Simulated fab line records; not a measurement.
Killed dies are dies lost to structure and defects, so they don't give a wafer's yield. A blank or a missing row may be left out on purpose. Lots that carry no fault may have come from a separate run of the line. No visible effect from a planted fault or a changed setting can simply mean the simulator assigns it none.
Struck lot and sound lot, side by side | flow nandHarc | 14 steps out of a route of 1302
Sound: the wafers L763.1, L763.3, L763.6. Wafers struck: L767.2, L767.3, L767.6. The cause is given at the end.
For every step that has rows: the tool of each side, followed by ch and its chambers, followed by its first start. Under that, the readings that differ: sound wafers | struck wafers | difference of the means | sigmas: that difference in standard deviations of wafers without a fault.
alike: a reading whose means differ by less than 2 such deviations, as well as words and numbers matching on both sides. not compared: withheld readings; readings where some wafer has no value; bounds like >300 that might hide an equal value; numbers whose values overlap and for which the record gives no deviation.
The two part at a step that has a row with sigmas, a row that says differs or no value, or rows on one side only. Numbers that have no deviation but don't overlap get no sigmas and don't part them. A reading missing from all wafers of one side parts the sides only when that side holds two or more wafers.

NHARC_P_GATE_INSPECT_28:
  sound on defectInspect-02, day 6 18:46; struck on defectInspect-01, day 8 13:43
  alike: rawDefectCount
then, 1 step without rows for these wafers: NHARC_P_GATE_DESCUM_31 (chemistry O2, time 3 s).
NHARC_P_GATE_ETCH_104: etches the open film in CF4/CHF3, target depth 60 nm.
  sound on rieDiel-11 ch 2,3, day 6 18:56; struck on rieDiel-06 ch 1,2,3, day 8 13:52
  alike: chamberPressureMTorr, drypumpMotorCurrentA, oesProductAu, rfVppV, showerheadPlenumPTorr, throttleValvePct
NHARC_P_GATE_HM_OPEN_105: chemistry O2/COS, target depth 360 nm.
  sound: rieDiel-11 ch 0,1; struck: rieDiel-06 ch 1,2,3
reading                  | sound       | struck      | difference | sigmas
drypumpMotorCurrentA (A) | 5.7 5.0 5.0 | 6.2 5.8 5.7 | +0.7       | +2
  alike: chamberPressureMTorr, oesProductAu, rfVppV, showerheadPlenumPTorr, throttleValvePct
  not compared: rfHoursCounterH
then, 1 step without rows for these wafers: NHARC_P_GATE_STRIP_106 (strips in O2/COS).
NHARC_P_GATE_ETCH_114: etches the open film in CF4/O2, target depth 30 nm, overetch 3 nm, time 16.5 s.
  sound: rieDiel-11 ch 0,1,2; struck: rieDiel-06 ch 0,1,2
  alike: chamberPressureMTorr, drypumpMotorCurrentA, oes_f_703_au, oesProductAu, rfVppV, showerheadPlenumPTorr, throttleValvePct
  not compared: rfHoursCounterH
then, 1 step without rows for these wafers: NHARC_P_GATE_ETCH_32 (etches the open film in HBr/Cl2, target depth 150 nm, time 100.1 s).
NHARC_P_GATE_STRIP_108: strips in O2.
  sound on rieDiel-06 ch 0,2,3, day 6 19:29; struck on rieDiel-08 ch 0,2,3, day 8 14:27
  alike: chamberPressureMTorr, drypumpMotorCurrentA, oesProductAu, rfVppV, showerheadPlenumPTorr, throttleValvePct
  not compared: rfHoursCounterH
NHARC_P_GATE_CD_MEAS_33:
  sound on cdSem-03, day 6 19:38; struck on cdSem-01, day 8 14:36
  alike: cdNm
then, 3 steps without rows for these wafers: NHARC_P_GATE_STRIP_35 (strips in SPM, time 600 s); NHARC_P_GATE_PRECLEAN_73 (cleans in SC1); NHARC_P_GATE_SRD_74.
NHARC_P_GATE_ALD_36: deposits SiNx, target thk 20 nm, pulse time 60 s, ald cycles 223.
  sound on aldSin-04 ch 0,1,3, day 6 22:14; struck on aldSin-04 ch 0,1,2, day 8 17:09
reading   | sound       | struck      | difference | sigmas
aldCycles | 223 223 223 | 213 213 213 | -10        | 
  alike: heaterPowerW, precursorPulseHeightRel
NHARC_P_GATE_ETCHBACK_37: etches the open film in CHF3/O2, target depth 34.5 nm, time 17.2 s.
  sound: rieDiel-11 ch 1,2,3; struck: rieDiel-11 ch 1,2,3
  alike: chamberPressureMTorr, drypumpMotorCurrentA, oesProductAu, rfVppV, showerheadPlenumPTorr, throttleValvePct
  not compared: rfHoursCounterH

WHERE THEY PART
Only at NHARC_P_GATE_HM_OPEN_105, within this record. Later steps at which nothing parts them and some readings are alike: NHARC_P_GATE_ETCH_114, NHARC_P_GATE_STRIP_108, NHARC_P_GATE_CD_MEAS_33, NHARC_P_GATE_ALD_36, NHARC_P_GATE_ETCHBACK_37.

WHY: what had been put in by the simulator
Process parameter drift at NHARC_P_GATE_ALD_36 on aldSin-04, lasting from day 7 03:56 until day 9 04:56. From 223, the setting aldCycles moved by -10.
